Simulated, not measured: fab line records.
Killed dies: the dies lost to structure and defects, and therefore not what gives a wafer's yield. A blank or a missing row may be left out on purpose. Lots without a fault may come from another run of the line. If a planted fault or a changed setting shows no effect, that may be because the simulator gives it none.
Which of the tools did it? -- flow nand-harc -- Sampling: 13 lots, 39 wafers, 5 of 1159 route steps

== WHAT THE GAUGES READ, wafer by wafer ==
NHARC_END_SORT_01. Usual: killed-at-array 26, standard deviation 9; killed-at-other 0.8, standard deviation 1.2; killed-at-periphery 3.2, standard deviation 2.3; killed-dies 30, standard deviation 9.1; killed-open 3.5, standard deviation 2; killed-short 1.8, standard deviation 1.4.
lot,measured,on,killed-at-array,killed-at-other,killed-at-periphery,killed-dies,killed-open,killed-short,flag
L144,day 20 15:22,prober-02,675 672 671,0 1 0,2 4 6,677 677 677,3 3 3,1 6 0,OFF
L145,day 21 01:21,prober-01,668 667 672,2 5 2,7 5 3,677 677 677,5 2 3,4 3 0,OFF
L147,day 21 21:46,prober-01,673 675 674,1 0 0,3 2 3,677 677 677,3 2 2,3 1 3,OFF

== EACH LOT AND THE TOOL THAT RAN IT (in order: tool; ch and the chambers of the sampled wafers; start) ==
lot,NHARC_A_STAIRCASE_HM_DEP_456,NHARC_A_STAIRCASE_DEP_259,NHARC_A_STAIRCASE_DESCUM_291,NHARC_A_STAIRCASE_CVD_552
L139,"acl-dep-01 ch 0, day 11 05:13","pecvd-04 ch 0,1,2, day 11 07:06","rie-diel-07 ch 0,1,3, day 11 08:06","lpcvd-01 ch 0, day 12 00:08"
L138,"acl-dep-01 ch 0, day 11 08:35","pecvd-04 ch 0,1, day 11 10:30","rie-diel-07 ch 2,3, day 11 11:31","lpcvd-01 ch 0, day 12 05:34"
L142,"acl-dep-01 ch 0, day 12 00:53","pecvd-03 ch 0,1, day 12 02:46","rie-diel-07 ch 0,2,3, day 12 03:37","lpcvd-01 ch 0, day 12 21:29"
L140,"acl-dep-03 ch 0, day 12 02:07","pecvd-01 ch 2, day 12 03:40","rie-diel-02 ch 1,2,3, day 12 04:37","lpcvd-01 ch 1, day 13 01:42"
L141,"acl-dep-03 ch 0, day 12 05:16","pecvd-04 ch 0,2, day 12 07:07","rie-diel-06 ch 1,3, day 12 08:05","lpcvd-01 ch 1, day 13 01:42"
L143,"acl-dep-02 ch 0, day 12 14:23","pecvd-04 ch 1,2, day 12 15:56","rie-diel-07 ch 0,1,2, day 12 16:56","lpcvd-02 ch 0, day 13 11:16"
L144,"acl-dep-03 ch 0, day 12 16:55","pecvd-04 ch 1,2, day 12 18:31","rie-diel-02 ch 0,1,2, day 12 19:23","lpcvd-02 ch 0, day 13 15:11"
L145,"acl-dep-03 ch 0, day 13 03:49","pecvd-01 ch 0,1, day 13 05:58","rie-diel-07 ch 2,3, day 13 06:58","lpcvd-02 ch 1, day 14 02:51"
L146,"acl-dep-03 ch 0, day 13 14:47","pecvd-04 ch 0,2, day 13 16:20","rie-diel-07 ch 1,2, day 13 17:22","lpcvd-02 ch 0, day 14 13:52"
L147,"acl-dep-03 ch 0, day 13 20:17","pecvd-04 ch 0,1,2, day 13 22:07","rie-diel-07 ch 0,2,3, day 13 23:05","lpcvd-02 ch 0, day 14 20:20"
L154,"acl-dep-03 ch 0, day 15 15:52","pecvd-01 ch 1,2, day 15 17:46","rie-diel-06 ch 0,2,3, day 15 18:38","lpcvd-02 ch 0, day 16 15:10"
L158,"acl-dep-03 ch 0, day 16 13:21","pecvd-01 ch 0,1,2, day 16 15:35","rie-diel-07 ch 0,1, day 16 16:35","lpcvd-01 ch 1, day 17 16:26"
L159,"acl-dep-01 ch 0, day 17 00:38","pecvd-03 ch 0,1,2, day 17 02:32","rie-diel-07 ch 0,2,3, day 17 03:31","lpcvd-01 ch 0, day 17 22:31"
- NHARC_A_STAIRCASE_HM_DEP_456: deposits aC, target thk 1500 nm.
- NHARC_A_STAIRCASE_DEP_259: deposits SiON, target thk 30 nm.
- NHARC_A_STAIRCASE_DESCUM_291: chemistry O2, time 3 s.
- NHARC_A_STAIRCASE_CVD_552: deposits SiNx, target thk 40 nm.

== AS READ BY THE TOOLS THEMSELVES (means over the sampled wafers that have a number; for cases with no such wafer, the mark the record gives instead) ==
NHARC_A_STAIRCASE_HM_DEP_456. Usual: 35.000 % for throttle-valve-pct, sd 0.0093.
lot,tool,throttle-valve-pct (%),flag
L139,acl-dep-01,34.995,
L138,acl-dep-01,35.001,
L142,acl-dep-01,35.003,
L140,acl-dep-03,35.001,
L141,acl-dep-03,35.001,
L143,acl-dep-02,35.006,
L144,acl-dep-03,34.999,
L145,acl-dep-03,35.001,
L146,acl-dep-03,35.005,
L147,acl-dep-03,34.992,
L154,acl-dep-03,35.000,
L158,acl-dep-03,34.995,
L159,acl-dep-01,35.011,

NHARC_A_STAIRCASE_DEP_259. Usual: 739 W for heater-power-w, sd 65.
lot,tool,heater-power-w (W),flag
L139,pecvd-04,696,
L138,pecvd-04,737,
L142,pecvd-03,712,
L140,pecvd-01,800,
L141,pecvd-04,733,
L143,pecvd-04,695,
L144,pecvd-04,642,
L145,pecvd-01,731,
L146,pecvd-04,749,
L147,pecvd-04,690,
L154,pecvd-01,795,
L158,pecvd-01,736,
L159,pecvd-03,754,

NHARC_A_STAIRCASE_DESCUM_291. Usual: drypump-motor-current-A 6.0 A, standard deviation 0.4; mfc-ar-sccm 0.016 sccm, standard deviation 0.017; oes-product-au 1.001 a.u., standard deviation 0.012; rf-vpp-V 58.0 V, standard deviation 0.92; showerhead-plenum-p-Torr 1.95 Torr, standard deviation 0.074; throttle-valve-pct 11.311 %, standard deviation 0.0093.
lot,tool,drypump-motor-current-A (A),mfc-ar-sccm (sccm),oes-product-au (a.u.),rf-vpp-V (V),showerhead-plenum-p-Torr (Torr),throttle-valve-pct (%),flag
L139,rie-diel-07,5.7,0.024,1.012,58.3,1.97,11.306,
L138,rie-diel-07,5.6,0.000,0.989,58.1,2.02,11.313,
L142,rie-diel-07,5.9,0.010,0.998,58.9,2.02,11.309,
L140,rie-diel-02,6.3,0.000,1.002,58.1,1.91,11.309,
L141,rie-diel-06,5.9,0.026,0.999,57.1,1.94,11.322,
L143,rie-diel-07,5.9,0.024,1.011,58.6,1.98,11.304,
L144,rie-diel-02,6.2,0.000,0.991,58.9,1.91,11.304,
L145,rie-diel-07,5.7,0.000,0.993,57.8,2.02,11.314,
L146,rie-diel-07,5.8,0.014,1.009,58.2,2.00,11.313,
L147,rie-diel-07,5.9,0.010,0.999,57.7,2.02,11.306,
L154,rie-diel-06,6.1,0.015,1.000,58.6,1.90,11.313,
L158,rie-diel-07,6.0,0.034,1.007,57.8,1.95,11.313,
L159,rie-diel-07,5.9,0.010,1.008,57.9,2.01,11.305,

NHARC_A_STAIRCASE_CVD_552. Usual: 719.9 C for spike-tc-bottom-C, sd 2.2.
lot,tool,spike-tc-bottom-C (C),flag
L139,lpcvd-01,719.7,
L138,lpcvd-01,719.6,
L142,lpcvd-01,719.6,
L140,lpcvd-01,721.1,
L141,lpcvd-01,721.7,
L143,lpcvd-02,721.1,
L144,lpcvd-02,720.5,
L145,lpcvd-02,715.4,
L146,lpcvd-02,721.0,
L147,lpcvd-02,721.5,
L154,lpcvd-02,721.2,
L158,lpcvd-01,720.7,
L159,lpcvd-01,719.7,

== THE ANSWER, worked out from the rows above alone ==
Rule: take the mean of a lot's wafers that have a number; if it is more than 3 standard deviations from the usual mean, the lot is off. A lot without any number at a reading at which 4 lots or more have one is off too. Any other lot the step has rows for is counted as sound. The gauges are gone through in route order, then the tools' own readings, and for those a lot's mean is taken as printed above. The first step at which some lot is off is used, and at that step the reading that is off furthest; a lot without a number counts as furthest.
Off at NHARC_END_SORT_01 (killed-at-array): L144, L145, L147. Neither off nor sound, because the step has no rows for them: L139, L138, L142, L140, L141, L143, L146, L154, L158, L159.
A tool fits if, at a process step before that reading, it ran every lot that is off, and no sound lot after the first of them. Those tools and the gauges at NHARC_END_SORT_01 are tried in the same way. Can't be told from this: 2 tools fit, acl-dep-03 at NHARC_A_STAIRCASE_HM_DEP_456, lpcvd-02 at NHARC_A_STAIRCASE_CVD_552.

== WHAT THE SIMULATOR PUT IN ==
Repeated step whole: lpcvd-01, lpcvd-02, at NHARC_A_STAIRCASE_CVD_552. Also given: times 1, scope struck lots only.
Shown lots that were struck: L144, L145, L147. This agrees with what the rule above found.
